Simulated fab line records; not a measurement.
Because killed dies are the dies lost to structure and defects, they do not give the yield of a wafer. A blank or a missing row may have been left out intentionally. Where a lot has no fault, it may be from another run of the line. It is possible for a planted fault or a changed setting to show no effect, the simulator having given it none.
fab line records :: flow nand_harc
[record]
  lots = 14
  wafers = 42
  last_day = 25
route steps=1159 shown P_BONDPAD@375 A_ONON_D1@438 A_CHANNEL_HOLE_D1@463 END@1159
lots that met no fault: taken from a fault-free run of the same line
start_h: start of the lot's first displayed wafer, in hours after the record's first day :: wait_h: hours elapsed since this lot's preceding step :: " same as the row above :: L1.1+2: one row covering several wafers at once :: - no value, or no start was given :: * or withheld: withheld :: < > ~ a bound
route shown NAME@n: names a module that has steps shown in the file, with the first one's number in the route :: usual: mean/standard deviation taken from wafers without a fault :: same: alike in all rows :: chamber/n: place in a boat :: sites: the reading at each site :: _std_site: standard deviation of those values :: _edge_site: the outer-site mean with the inner-site mean subtracted :: radius_mm: how far each site lies from the wafer's centre :: mask NAME#n: copy n :: behind: the last tool/chamber to shape the wafer :: hold: cause of the lot's hold/its duration in hours/its outcome :: device: the n, p or np transistor that did not switch :: end of line: at the end of the route, the tests of the same wafers :: a step with no rows: only its recipe :: killed: the dies lost at the first sort to structure and to defects; this is not the yield of the wafer :: map: shows each die of a wafer: x if killed, . if not, _ if none is there
set.NAME: the setting as run; set.NAME@STEP: as run at that earlier step :: model.NAME: the simulator's own value behind a step, which no gauge read
route steps across a sampled set of lots; one table per step, one row per wafer
services: when a tool's chamber went out of use (start_h, in hours from the record's first day, below 0 if earlier), for how many hours, and the reason
[[steps]]
[step NHARC_P_BONDPAD_PRE_CLEAN_26]
[recipe]
  time_s = 30
  temp_c = 280
  gas = H2/He
[usual]
  heater_power_w = 416/39
lot.wafer: L709.1
tool: pvd_sputter-01
chamber: -
start_h: -
wait_h: -
heater_power_w: 409

lot.wafer: L709.3
tool: pvd_sputter-01
chamber: -
start_h: -
wait_h: -
heater_power_w: 443

lot.wafer: L709.6
tool: pvd_sputter-01
chamber: -
start_h: -
wait_h: -
heater_power_w: 438

lot.wafer: L711.1
tool: pvd_sputter-01
chamber: -
start_h: -
wait_h: -
heater_power_w: 428

lot.wafer: L711.4
tool: pvd_sputter-01
chamber: -
start_h: -
wait_h: -
heater_power_w: 405

lot.wafer: L711.5
tool: pvd_sputter-01
chamber: -
start_h: -
wait_h: -
heater_power_w: 437

lot.wafer: L716.1
tool: pvd_sputter-01
chamber: -
start_h: -
wait_h: -
heater_power_w: 454

lot.wafer: L716.3
tool: pvd_sputter-01
chamber: -
start_h: -
wait_h: -
heater_power_w: 433

lot.wafer: L716.4
tool: pvd_sputter-01
chamber: -
start_h: -
wait_h: -
heater_power_w: 399

lot.wafer: L717.1
tool: pvd_sputter-02
chamber: -
start_h: -
wait_h: -
heater_power_w: 384

lot.wafer: L717.4
tool: pvd_sputter-02
chamber: -
start_h: -
wait_h: -
heater_power_w: 423

lot.wafer: L717.2
tool: pvd_sputter-02
chamber: -
start_h: -
wait_h: -
heater_power_w: 391

lot.wafer: L722.1
tool: pvd_sputter-01
chamber: -
start_h: -
wait_h: -
heater_power_w: 436

lot.wafer: L722.2
tool: pvd_sputter-01
chamber: -
start_h: -
wait_h: -
heater_power_w: 443

lot.wafer: L722.6
tool: pvd_sputter-01
chamber: -
start_h: -
wait_h: -
heater_power_w: 437

lot.wafer: L720.4
tool: pvd_sputter-03
chamber: -
start_h: -
wait_h: -
heater_power_w: 409

lot.wafer: L720.3
tool: pvd_sputter-03
chamber: -
start_h: -
wait_h: -
heater_power_w: 439

lot.wafer: L720.5
tool: pvd_sputter-03
chamber: -
start_h: -
wait_h: -
heater_power_w: 401

lot.wafer: L723.1
tool: pvd_sputter-02
chamber: -
start_h: -
wait_h: -
heater_power_w: 386

lot.wafer: L723.3
tool: pvd_sputter-02
chamber: -
start_h: -
wait_h: -
heater_power_w: 443

lot.wafer: L723.5
tool: pvd_sputter-02
chamber: -
start_h: -
wait_h: -
heater_power_w: 371

lot.wafer: L724.2
tool: pvd_sputter-03
chamber: -
start_h: -
wait_h: -
heater_power_w: 436

lot.wafer: L724.1
tool: pvd_sputter-03
chamber: -
start_h: -
wait_h: -
heater_power_w: 408

lot.wafer: L724.5
tool: pvd_sputter-03
chamber: -
start_h: -
wait_h: -
heater_power_w: 438

lot.wafer: L725.4
tool: pvd_sputter-03
chamber: -
start_h: -
wait_h: -
heater_power_w: 436

lot.wafer: L725.1
tool: pvd_sputter-03
chamber: -
start_h: -
wait_h: -
heater_power_w: 454

lot.wafer: L725.2
tool: pvd_sputter-03
chamber: -
start_h: -
wait_h: -
heater_power_w: 335

lot.wafer: L726.1
tool: pvd_sputter-02
chamber: -
start_h: -
wait_h: -
heater_power_w: 373

lot.wafer: L726.3
tool: pvd_sputter-02
chamber: -
start_h: -
wait_h: -
heater_power_w: 421

lot.wafer: L726.4
tool: pvd_sputter-02
chamber: -
start_h: -
wait_h: -
heater_power_w: 434

lot.wafer: L727.1
tool: pvd_sputter-03
chamber: -
start_h: -
wait_h: -
heater_power_w: 446

lot.wafer: L727.6
tool: pvd_sputter-03
chamber: -
start_h: -
wait_h: -
heater_power_w: 441

lot.wafer: L727.5
tool: pvd_sputter-03
chamber: -
start_h: -
wait_h: -
heater_power_w: 335

lot.wafer: L729.3
tool: pvd_sputter-01
chamber: -
start_h: -
wait_h: -
heater_power_w: 455

lot.wafer: L729.4
tool: pvd_sputter-01
chamber: -
start_h: -
wait_h: -
heater_power_w: 406

lot.wafer: L729.6
tool: pvd_sputter-01
chamber: -
start_h: -
wait_h: -
heater_power_w: 450

lot.wafer: L730.1
tool: pvd_sputter-03
chamber: -
start_h: -
wait_h: -
heater_power_w: 330

lot.wafer: L730.2
tool: pvd_sputter-03
chamber: -
start_h: -
wait_h: -
heater_power_w: 433

lot.wafer: L730.6
tool: pvd_sputter-03
chamber: -
start_h: -
wait_h: -
heater_power_w: 330

lot.wafer: L731.4
tool: pvd_sputter-03
chamber: -
start_h: -
wait_h: -
heater_power_w: 337

lot.wafer: L731.2
tool: pvd_sputter-03
chamber: -
start_h: -
wait_h: -
heater_power_w: 405

lot.wafer: L731.5
tool: pvd_sputter-03
chamber: -
start_h: -
wait_h: -
heater_power_w: 437
[step NHARC_P_BONDPAD_ANNEAL_28]
[recipe]
  temp_c = 225
  time_s = 90
[usual]
  wafer_temp_C_max = 226.0/0.31
lot.wafer: L709.1
tool: rtp_anneal-02
chamber: 0
start_h: 134.57
wait_h: 0.3
wafer_temp_C_max: 225.6

lot.wafer: L709.3
tool: rtp_anneal-02
chamber: 0
start_h: 134.57
wait_h: 0.3
wafer_temp_C_max: 225.6

lot.wafer: L709.6
tool: rtp_anneal-02
chamber: 0
start_h: 134.57
wait_h: 0.3
wafer_temp_C_max: 226.0

lot.wafer: L711.1
tool: rtp_anneal-02
chamber: 0
start_h: 144.71
wait_h: -
wafer_temp_C_max: 225.9

lot.wafer: L711.4
tool: rtp_anneal-02
chamber: 0
start_h: 144.71
wait_h: -
wafer_temp_C_max: 225.9

lot.wafer: L711.5
tool: rtp_anneal-02
chamber: 0
start_h: 144.71
wait_h: -
wafer_temp_C_max: 225.9

lot.wafer: L716.1
tool: rtp_anneal-02
chamber: 0
start_h: 171.15
wait_h: 0.3
wafer_temp_C_max: 225.4

lot.wafer: L716.3
tool: rtp_anneal-02
chamber: 0
start_h: 171.15
wait_h: 0.3
wafer_temp_C_max: 225.7

lot.wafer: L716.4
tool: rtp_anneal-02
chamber: 0
start_h: 171.15
wait_h: 0.3
wafer_temp_C_max: 225.7

lot.wafer: L717.1
tool: rtp_anneal-01
chamber: 0
start_h: 179.92
wait_h: 0.3
wafer_temp_C_max: 226.3

lot.wafer: L717.2
tool: rtp_anneal-01
chamber: 0
start_h: 179.92
wait_h: 0.3
wafer_temp_C_max: 226.5

lot.wafer: L717.4
tool: rtp_anneal-01
chamber: 0
start_h: 179.92
wait_h: 0.3
wafer_temp_C_max: 226.4

lot.wafer: L722.1
tool: rtp_anneal-02
chamber: 0
start_h: 204.33
wait_h: -
wafer_temp_C_max: 225.8

lot.wafer: L722.2
tool: rtp_anneal-02
chamber: 0
start_h: 204.33
wait_h: -
wafer_temp_C_max: 225.9

lot.wafer: L722.6
tool: rtp_anneal-02
chamber: 0
start_h: 204.33
wait_h: -
wafer_temp_C_max: 225.8

lot.wafer: L720.3
tool: rtp_anneal-02
chamber: 0
start_h: 206.11
wait_h: -
wafer_temp_C_max: 225.5

lot.wafer: L720.4
tool: rtp_anneal-02
chamber: 0
start_h: 206.11
wait_h: -
wafer_temp_C_max: 225.8

lot.wafer: L720.5
tool: rtp_anneal-02
chamber: 0
start_h: 206.11
wait_h: -
wafer_temp_C_max: 225.8

lot.wafer: L723.1
tool: rtp_anneal-01
chamber: 0
start_h: 212.92
wait_h: -
wafer_temp_C_max: 225.9

lot.wafer: L723.3
tool: rtp_anneal-01
chamber: 0
start_h: 212.92
wait_h: -
wafer_temp_C_max: 226.1

lot.wafer: L723.5
tool: rtp_anneal-01
chamber: 0
start_h: 212.92
wait_h: -
wafer_temp_C_max: 225.7

lot.wafer: L724.1
tool: rtp_anneal-01
chamber: 0
start_h: 220.01
wait_h: 0.4
wafer_temp_C_max: 226.0

lot.wafer: L724.2
tool: rtp_anneal-01
chamber: 0
start_h: 220.01
wait_h: 0.4
wafer_temp_C_max: 226.3

lot.wafer: L724.5
tool: rtp_anneal-01
chamber: 0
start_h: 220.01
wait_h: 0.4
wafer_temp_C_max: 226.2

lot.wafer: L725.1
tool: rtp_anneal-01
chamber: 0
start_h: 231.85
wait_h: -
wafer_temp_C_max: 226.1

lot.wafer: L725.2
tool: rtp_anneal-01
chamber: 0
start_h: 231.85
wait_h: -
wafer_temp_C_max: 226.1

lot.wafer: L725.4
tool: rtp_anneal-01
chamber: 0
start_h: 231.85
wait_h: -
wafer_temp_C_max: 226.2

lot.wafer: L726.1
tool: rtp_anneal-01
chamber: 0
start_h: 235.81
wait_h: 0.3
wafer_temp_C_max: 226.3

lot.wafer: L726.3
tool: rtp_anneal-01
chamber: 0
start_h: 235.81
wait_h: 0.3
wafer_temp_C_max: 226.0

lot.wafer: L726.4
tool: rtp_anneal-01
chamber: 0
start_h: 235.81
wait_h: 0.3
wafer_temp_C_max: 225.8

lot.wafer: L727.1
tool: rtp_anneal-01
chamber: 0
start_h: 238.72
wait_h: -
wafer_temp_C_max: 225.8

lot.wafer: L727.5
tool: rtp_anneal-01
chamber: 0
start_h: 238.72
wait_h: -
wafer_temp_C_max: 226.1

lot.wafer: L727.6
tool: rtp_anneal-01
chamber: 0
start_h: 238.72
wait_h: -
wafer_temp_C_max: 225.6

lot.wafer: L729.3
tool: rtp_anneal-01
chamber: 0
start_h: 250.61
wait_h: -
wafer_temp_C_max: 225.9

lot.wafer: L729.4
tool: rtp_anneal-01
chamber: 0
start_h: 250.61
wait_h: -
wafer_temp_C_max: 226.1

lot.wafer: L729.6
tool: rtp_anneal-01
chamber: 0
start_h: 250.61
wait_h: -
wafer_temp_C_max: 225.9

lot.wafer: L730.1
tool: rtp_anneal-01
chamber: 0
start_h: 251.20
wait_h: -
wafer_temp_C_max: 226.8

lot.wafer: L730.2
tool: rtp_anneal-01
chamber: 0
start_h: 251.20
wait_h: -
wafer_temp_C_max: 226.6

lot.wafer: L730.6
tool: rtp_anneal-01
chamber: 0
start_h: 251.20
wait_h: -
wafer_temp_C_max: 226.5

lot.wafer: L731.2
tool: rtp_anneal-02
chamber: 0
start_h: 264.60
wait_h: 0.6
wafer_temp_C_max: 225.6

lot.wafer: L731.4
tool: rtp_anneal-02
chamber: 0
start_h: 264.60
wait_h: 0.6
wafer_temp_C_max: 225.5

lot.wafer: L731.5
tool: rtp_anneal-02
chamber: 0
start_h: 264.60
wait_h: 0.6
wafer_temp_C_max: 225.7
[step NHARC_A_ONON_D1_DEP_19]
[recipe]
  target_thk_a = 10000
  n2_flow_sccm = 2750
  n2o_flow_sccm = 2000
  nh3_flow_sccm = 500
  sih4_flow_sccm = 210
  temp_c = 400
lot.wafer: L709.1+3+6
tool: pecvd_onon-01
chamber: 0
start_h: 169.42
wait_h: 0.1

lot.wafer: L711.1+4+5
tool: pecvd_onon-02
chamber: 0
start_h: 181.56
wait_h: 0.1

lot.wafer: L716.1+3+4
tool: pecvd_onon-03
chamber: 0
start_h: 205.62
wait_h: 0.1

lot.wafer: L717.1+2+4
tool: pecvd_onon-02
chamber: 0
start_h: 225.25
wait_h: 0.1

lot.wafer: L722.1+2+6
tool: pecvd_onon-03
chamber: 0
start_h: 237.86
wait_h: 0.2

lot.wafer: L720.3+4+5
tool: pecvd_onon-02
chamber: 0
start_h: 237.96
wait_h: 0.3

lot.wafer: L723.1+3+5
tool: pecvd_onon-01
chamber: 0
start_h: 248.08
wait_h: 0.1

lot.wafer: L724.1+2+5
tool: pecvd_onon-01
chamber: 0
start_h: 258.54
wait_h: 0.1

lot.wafer: L725.1+2+4
tool: pecvd_onon-01
chamber: 0
start_h: 265.96
wait_h: 0.1

lot.wafer: L726.1+3+4
tool: pecvd_onon-03
chamber: 0
start_h: 272.28
wait_h: 0.1

lot.wafer: L727.1+5+6
tool: pecvd_onon-01
chamber: 0
start_h: 272.28
wait_h: 0.1

lot.wafer: L730.1+2+6
tool: pecvd_onon-01
chamber: 0
start_h: 289.22
wait_h: 0.1

lot.wafer: L729.3+4+6
tool: pecvd_onon-03
chamber: 0
start_h: 289.33
wait_h: 0.2

lot.wafer: L731.2+4+5
tool: pecvd_onon-03
chamber: 0
start_h: 298.66
wait_h: 0.1
[step NHARC_A_ONON_D1_THK_MEAS_21]
[recipe]
  thk_meas_gauge = ellipsometry
[usual]
  thk_nm = 997/9.9
lot.wafer: L709.1
tool: film_metro-01
chamber: -
start_h: 169.94
wait_h: -
thk_nm: 1003

lot.wafer: L709.3
tool: film_metro-01
chamber: -
start_h: 169.94
wait_h: -
thk_nm: 1005

lot.wafer: L709.6
tool: film_metro-01
chamber: -
start_h: 169.94
wait_h: -
thk_nm: 1004

lot.wafer: L711.1
tool: film_metro-02
chamber: -
start_h: 182.09
wait_h: -
thk_nm: 1006

lot.wafer: L711.4
tool: film_metro-02
chamber: -
start_h: 182.09
wait_h: -
thk_nm: 1003

lot.wafer: L711.5
tool: film_metro-02
chamber: -
start_h: 182.09
wait_h: -
thk_nm: 1002

lot.wafer: L716.1
tool: film_metro-02
chamber: -
start_h: 206.13
wait_h: -
thk_nm: 995

lot.wafer: L716.3
tool: film_metro-02
chamber: -
start_h: 206.13
wait_h: -
thk_nm: 996

lot.wafer: L716.4
tool: film_metro-02
chamber: -
start_h: 206.13
wait_h: -
thk_nm: 996

lot.wafer: L717.1
tool: film_metro-02
chamber: -
start_h: 225.77
wait_h: -
thk_nm: 1505

lot.wafer: L717.2
tool: film_metro-02
chamber: -
start_h: 225.77
wait_h: -
thk_nm: 1505

lot.wafer: L717.4
tool: film_metro-02
chamber: -
start_h: 225.77
wait_h: -
thk_nm: 1504

lot.wafer: L720.3
tool: film_metro-02
chamber: -
start_h: 238.35
wait_h: -
thk_nm: 1500

lot.wafer: L720.4
tool: film_metro-02
chamber: -
start_h: 238.35
wait_h: -
thk_nm: 1499

lot.wafer: L720.5
tool: film_metro-02
chamber: -
start_h: 238.35
wait_h: -
thk_nm: 1500

lot.wafer: L722.1
tool: film_metro-01
chamber: -
start_h: 238.36
wait_h: -
thk_nm: 980

lot.wafer: L722.2
tool: film_metro-01
chamber: -
start_h: 238.36
wait_h: -
thk_nm: 981

lot.wafer: L722.6
tool: film_metro-01
chamber: -
start_h: 238.36
wait_h: -
thk_nm: 981

lot.wafer: L723.1
tool: film_metro-02
chamber: -
start_h: 248.59
wait_h: -
thk_nm: 976

lot.wafer: L723.3
tool: film_metro-02
chamber: -
start_h: 248.59
wait_h: -
thk_nm: 977

lot.wafer: L723.5
tool: film_metro-02
chamber: -
start_h: 248.59
wait_h: -
thk_nm: 977

lot.wafer: L724.1
tool: film_metro-01
chamber: -
start_h: 259.04
wait_h: -
thk_nm: 1008

lot.wafer: L724.2
tool: film_metro-01
chamber: -
start_h: 259.04
wait_h: -
thk_nm: 1006

lot.wafer: L724.5
tool: film_metro-01
chamber: -
start_h: 259.04
wait_h: -
thk_nm: 1009

lot.wafer: L725.1
tool: film_metro-01
chamber: -
start_h: 266.47
wait_h: -
thk_nm: 987

lot.wafer: L725.2
tool: film_metro-01
chamber: -
start_h: 266.47
wait_h: -
thk_nm: 987

lot.wafer: L725.4
tool: film_metro-01
chamber: -
start_h: 266.47
wait_h: -
thk_nm: 989

lot.wafer: L726.1
tool: film_metro-02
chamber: -
start_h: 272.78
wait_h: -
thk_nm: 1010

lot.wafer: L726.3
tool: film_metro-02
chamber: -
start_h: 272.78
wait_h: -
thk_nm: 1012

lot.wafer: L726.4
tool: film_metro-02
chamber: -
start_h: 272.78
wait_h: -
thk_nm: 1011

lot.wafer: L727.1
tool: film_metro-01
chamber: -
start_h: 272.79
wait_h: -
thk_nm: 999

lot.wafer: L727.5
tool: film_metro-01
chamber: -
start_h: 272.79
wait_h: -
thk_nm: 1000

lot.wafer: L727.6
tool: film_metro-01
chamber: -
start_h: 272.79
wait_h: -
thk_nm: 998

lot.wafer: L729.3
tool: film_metro-02
chamber: -
start_h: 289.73
wait_h: -
thk_nm: 993

lot.wafer: L729.4
tool: film_metro-02
chamber: -
start_h: 289.73
wait_h: -
thk_nm: 990

lot.wafer: L729.6
tool: film_metro-02
chamber: -
start_h: 289.73
wait_h: -
thk_nm: 992

lot.wafer: L730.1
tool: film_metro-01
chamber: -
start_h: 289.74
wait_h: -
thk_nm: 1009

lot.wafer: L730.2
tool: film_metro-01
chamber: -
start_h: 289.74
wait_h: -
thk_nm: 1009

lot.wafer: L730.6
tool: film_metro-01
chamber: -
start_h: 289.74
wait_h: -
thk_nm: 1007

lot.wafer: L731.2
tool: film_metro-02
chamber: -
start_h: 299.11
wait_h: -
thk_nm: 986

lot.wafer: L731.4
tool: film_metro-02
chamber: -
start_h: 299.11
wait_h: -
thk_nm: 985

lot.wafer: L731.5
tool: film_metro-02
chamber: -
start_h: 299.11
wait_h: -
thk_nm: 988
[step NHARC_A_CHANNEL_HOLE_D1_OVL_MEAS_11]
[usual]
  overlay_x_nm = -0.4/0.93
  overlay_y_nm = 0.2/0.96
lot.wafer: L709.1
tool: overlay-01
chamber: -
start_h: 177.50
wait_h: -
overlay_x_nm: -1.0
overlay_y_nm: 0.6

lot.wafer: L709.3
tool: overlay-01
chamber: -
start_h: 177.50
wait_h: -
overlay_x_nm: -1.0
overlay_y_nm: 0.7

lot.wafer: L709.6
tool: overlay-01
chamber: -
start_h: 177.50
wait_h: -
overlay_x_nm: -0.7
overlay_y_nm: 0.4

lot.wafer: L711.1
tool: overlay-02
chamber: -
start_h: 187.41
wait_h: -
overlay_x_nm: -0.8
overlay_y_nm: -1.0

lot.wafer: L711.4
tool: overlay-02
chamber: -
start_h: 187.41
wait_h: -
overlay_x_nm: -1.1
overlay_y_nm: -0.5

lot.wafer: L711.5
tool: overlay-02
chamber: -
start_h: 187.41
wait_h: -
overlay_x_nm: -1.0
overlay_y_nm: -0.8

lot.wafer: L716.1
tool: overlay-02
chamber: -
start_h: 211.45
wait_h: -
overlay_x_nm: 0.5
overlay_y_nm: 0.0

lot.wafer: L716.3
tool: overlay-02
chamber: -
start_h: 211.45
wait_h: -
overlay_x_nm: 0.4
overlay_y_nm: -0.1

lot.wafer: L716.4
tool: overlay-02
chamber: -
start_h: 211.45
wait_h: -
overlay_x_nm: 0.8
overlay_y_nm: -0.3

lot.wafer: L722.1
tool: overlay-02
chamber: -
start_h: 246.40
wait_h: -
overlay_x_nm: -0.6
overlay_y_nm: 0.9

lot.wafer: L722.2
tool: overlay-02
chamber: -
start_h: 246.40
wait_h: -
overlay_x_nm: 0.1
overlay_y_nm: 0.5

lot.wafer: L722.6
tool: overlay-02
chamber: -
start_h: 246.40
wait_h: -
overlay_x_nm: 0.2
overlay_y_nm: 0.4

lot.wafer: L723.1
tool: overlay-02
chamber: -
start_h: 254.73
wait_h: -
overlay_x_nm: -0.4
overlay_y_nm: 2.1

lot.wafer: L723.3
tool: overlay-02
chamber: -
start_h: 254.73
wait_h: -
overlay_x_nm: -0.6
overlay_y_nm: 2.0

lot.wafer: L723.5
tool: overlay-02
chamber: -
start_h: 254.73
wait_h: -
overlay_x_nm: -0.8
overlay_y_nm: 1.9

lot.wafer: L724.1
tool: overlay-01
chamber: -
start_h: 264.84
wait_h: -
overlay_x_nm: 0.9
overlay_y_nm: 1.1

lot.wafer: L724.2
tool: overlay-01
chamber: -
start_h: 264.84
wait_h: -
overlay_x_nm: 0.5
overlay_y_nm: 1.2

lot.wafer: L724.5
tool: overlay-01
chamber: -
start_h: 264.84
wait_h: -
overlay_x_nm: 0.7
overlay_y_nm: 1.1

lot.wafer: L725.1
tool: overlay-02
chamber: -
start_h: 271.54
wait_h: -
overlay_x_nm: 0.7
overlay_y_nm: 0.6

lot.wafer: L725.2
tool: overlay-02
chamber: -
start_h: 271.54
wait_h: -
overlay_x_nm: -0.4
overlay_y_nm: 1.0

lot.wafer: L725.4
tool: overlay-02
chamber: -
start_h: 271.54
wait_h: -
overlay_x_nm: 0.4
overlay_y_nm: 0.9

lot.wafer: L726.1
tool: overlay-02
chamber: -
start_h: 277.80
wait_h: -
overlay_x_nm: -0.2
overlay_y_nm: -1.2

lot.wafer: L726.3
tool: overlay-02
chamber: -
start_h: 277.80
wait_h: -
overlay_x_nm: 0.2
overlay_y_nm: -1.6

lot.wafer: L726.4
tool: overlay-02
chamber: -
start_h: 277.80
wait_h: -
overlay_x_nm: -0.3
overlay_y_nm: -1.3

lot.wafer: L727.1
tool: overlay-02
chamber: -
start_h: 279.14
wait_h: -
overlay_x_nm: -1.2
overlay_y_nm: -0.6

lot.wafer: L727.5
tool: overlay-02
chamber: -
start_h: 279.14
wait_h: -
overlay_x_nm: -1.5
overlay_y_nm: -0.5

lot.wafer: L727.6
tool: overlay-02
chamber: -
start_h: 279.14
wait_h: -
overlay_x_nm: -1.6
overlay_y_nm: -0.1

lot.wafer: L729.3
tool: overlay-01
chamber: -
start_h: 294.76
wait_h: -
overlay_x_nm: -1.0
overlay_y_nm: 0.8

lot.wafer: L729.4
tool: overlay-01
chamber: -
start_h: 294.76
wait_h: -
overlay_x_nm: -1.3
overlay_y_nm: 0.9

lot.wafer: L729.6
tool: overlay-01
chamber: -
start_h: 294.76
wait_h: -
overlay_x_nm: -1.2
overlay_y_nm: 1.2

lot.wafer: L730.1
tool: overlay-02
chamber: -
start_h: 296.46
wait_h: -
overlay_x_nm: -0.4
overlay_y_nm: 1.1

lot.wafer: L730.2
tool: overlay-02
chamber: -
start_h: 296.46
wait_h: -
overlay_x_nm: -0.1
overlay_y_nm: 1.3

lot.wafer: L730.6
tool: overlay-02
chamber: -
start_h: 296.46
wait_h: -
overlay_x_nm: -0.3
overlay_y_nm: 1.3

lot.wafer: L731.2
tool: overlay-02
chamber: -
start_h: 305.04
wait_h: -
overlay_x_nm: 0.0
overlay_y_nm: -0.8

lot.wafer: L731.4
tool: overlay-02
chamber: -
start_h: 305.04
wait_h: -
overlay_x_nm: 0.0
overlay_y_nm: -1.0

lot.wafer: L731.5
tool: overlay-02
chamber: -
start_h: 305.04
wait_h: -
overlay_x_nm: -0.1
overlay_y_nm: 0.0
[step NHARC_END_SORT_01]
[recipe]
  temp_c = 25
[usual]
  killed_at_array = 26/11
  killed_at_other = 0.4/0.78
  killed_at_periphery = 3.4/2.4
  killed_dies = 29/11
  killed_open = 3.1/1.9
  killed_short = 1.9/1.4
[same]
  gross_dies = 677
lot.wafer: L720.3
tool: prober-01
chamber: 0
start_h: 538.20
wait_h: 3.1
killed_at_array: 677
killed_at_other: 0
killed_at_periphery: 0
killed_dies: 677
killed_open: 4
killed_short: 2

lot.wafer: L720.4
tool: prober-01
chamber: 0
start_h: 539.00
wait_h: 3.4
killed_at_array: 670
killed_at_other: 0
killed_at_periphery: 7
killed_dies: 677
killed_open: 3
killed_short: 1

lot.wafer: L720.5
tool: prober-01
chamber: 0
start_h: 539.81
wait_h: 3.7
killed_at_array: 676
killed_at_other: 0
killed_at_periphery: 1
killed_dies: 677
killed_open: 3
killed_short: 3

lot.wafer: L717.1
tool: prober-02
chamber: 0
start_h: 552.42
wait_h: 2.5
killed_at_array: 676
killed_at_other: 0
killed_at_periphery: 1
killed_dies: 677
killed_open: 6
killed_short: 0

lot.wafer: L717.2
tool: prober-02
chamber: 0
start_h: 553.21
wait_h: 2.8
killed_at_array: 675
killed_at_other: 0
killed_at_periphery: 2
killed_dies: 677
killed_open: 2
killed_short: 1

lot.wafer: L717.4
tool: prober-02
chamber: 0
start_h: 554.79
wait_h: 3.4
killed_at_array: 665
killed_at_other: 1
killed_at_periphery: 11
killed_dies: 677
killed_open: 3
killed_short: 2
// killed by level:class
L720.3 A_ONON_D1:area_dep=640 A_SLIT:chamber_film_flake=19 A_CONTACT:chamber_film_flake=8 A_CHANNEL_HOLE_D1:chamber_film_flake=3 A_CONTACT:geometric_particle:open=2 A_SOURCE_PLATE:geometric_particle:open=1 A_CHANNEL_FILL_D1:geometric_particle:open=1 A_SGD_CUT:geometric_particle:short=1
L720.4 A_ONON_D1:area_dep=654 A_CHANNEL_HOLE_D1:chamber_film_flake=4 A_SLIT:chamber_film_flake=4 A_CONTACT:chamber_film_flake=4 P_GATE:chamber_film_flake=3 A_CHANNEL_HOLE_D1:geometric_particle:open=2 P_STI:chamber_film_flake=2 P_M0:geometric_particle:short=1
L720.5 A_ONON_D1:area_dep=645 A_SLIT:chamber_film_flake=10 A_CONTACT:chamber_film_flake=10 A_CHANNEL_HOLE_D1:chamber_film_flake=4 A_CONTACT:geometric_particle:open=2 A_CHANNEL_HOLE_D1:geometric_particle:short=1 A_WL_FILL:geometric_particle:open=1 A_WL_FILL:geometric_particle:short=1
L717.1 A_ONON_D1:area_dep=633 A_CHANNEL_HOLE_D1:chamber_film_flake=22 A_SLIT:chamber_film_flake=9 A_STAIRCASE:chamber_film_flake=5 A_CONTACT:geometric_particle:open=3 A_CONTACT:chamber_film_flake=2 P_CONTACT:geometric_particle:open=1 A_CHANNEL_FILL_D1:geometric_particle:open=1
L717.2 A_ONON_D1:area_dep=649 A_CHANNEL_HOLE_D1:chamber_film_flake=14 A_SLIT:chamber_film_flake=4 A_CONTACT:chamber_film_flake=3 A_STAIRCASE:chamber_film_flake=2 P_CONTACT:geometric_particle:open=1 A_CHANNEL_FILL_D1:geometric_particle:short=1 A_SGD_CUT:geometric_particle:open=1
L717.4 A_ONON_D1:area_dep=620 A_CHANNEL_HOLE_D1:chamber_film_flake=20 A_SLIT:chamber_film_flake=15 P_ZERO_WELL:chamber_film_flake=6 A_STAIRCASE:chamber_film_flake=4 A_CONTACT:chamber_film_flake=3 P_GATE:chamber_film_flake=2 P_GATE:geometric_particle:short=1
[[services]]
tool: pecvd_onon-02
chamber: -
start_h: 111.00
hours: 13.0
kind: pm

tool: pvd_sputter-03
chamber: -
start_h: 140.79
hours: 10.0
kind: pm

tool: pvd_sputter-02
chamber: -
start_h: 142.52
hours: 9.4
kind: repair

tool: pecvd_onon-03
chamber: -
start_h: 153.11
hours: 13.0
kind: pm

tool: pvd_sputter-01
chamber: -
start_h: 158.00
hours: 10.0
kind: pm

tool: rtp_anneal-02
chamber: -
start_h: 162.90
hours: 3.9
kind: repair

tool: pecvd_onon-01
chamber: -
start_h: 195.33
hours: 13.0
kind: pm

tool: pvd_sputter-02
chamber: -
start_h: 214.00
hours: 10.0
kind: pm

tool: pvd_sputter-02
chamber: -
start_h: 250.14
hours: 2.0
kind: repair

tool: pvd_sputter-02
chamber: -
start_h: 264.23
hours: 1.5
kind: repair

tool: pvd_sputter-01
chamber: -
start_h: 268.12
hours: 9.5
kind: repair

tool: pvd_sputter-03
chamber: -
start_h: 268.85
hours: 1.5
kind: repair

tool: pecvd_onon-02
chamber: -
start_h: 292.00
hours: 13.0
kind: pm
[[key]]
[first_sign]
  step = NHARC_A_ONON_D1_THK_MEAS_21
  reading = thk_nm
  direction = up
  sigmas = 51
  usual = 997
  struck = 1502
[effect]
  step = NHARC_END_SORT_01
  reading = killed_at_array
  direction = up
  sigmas = 61
  usual = 26
  struck = 673
[more_kills_born_at]
  NHARC_A_ONON_D1_DEP_19@pecvd_onon-02 = 3841
met_at NHARC_A_ONON_D1_DEP_19
struck_lots L717,L720
later_rows_left_out L717.1,L717.2,L717.4,L720.3,L720.4,L720.5
tester_left_out L717,L720
not_acting_at NHARC_P_BONDPAD_PRE_CLEAN_26,NHARC_P_BONDPAD_ANNEAL_28,NHARC_A_CHANNEL_HOLE_D1_OVL_MEAS_11
onset_between 181.56 225.25
[fault]
  kind = process_parameter_drift
  tool = pecvd_onon-02
  chamber = -
  onset_h = 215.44
  steps = NHARC_A_ONON_D1_DEP_19
  channel = target_thk_a
  offset = *
  shape = step
  end_h = 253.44
  acts_in = *
  stated = *
// tester_left_out: of these lots the tester's yield and bins aren't shown, on N5 and GAA mostly nor the transistor test; their killed dies are dies lost to structure and defects alone, not to doping, threshold or leakage, so they don't give the yield
// later_rows_left_out: the simulator's readings of these wafers behind a module that went badly wrong aren't trusted and aren't shown, but for the sort
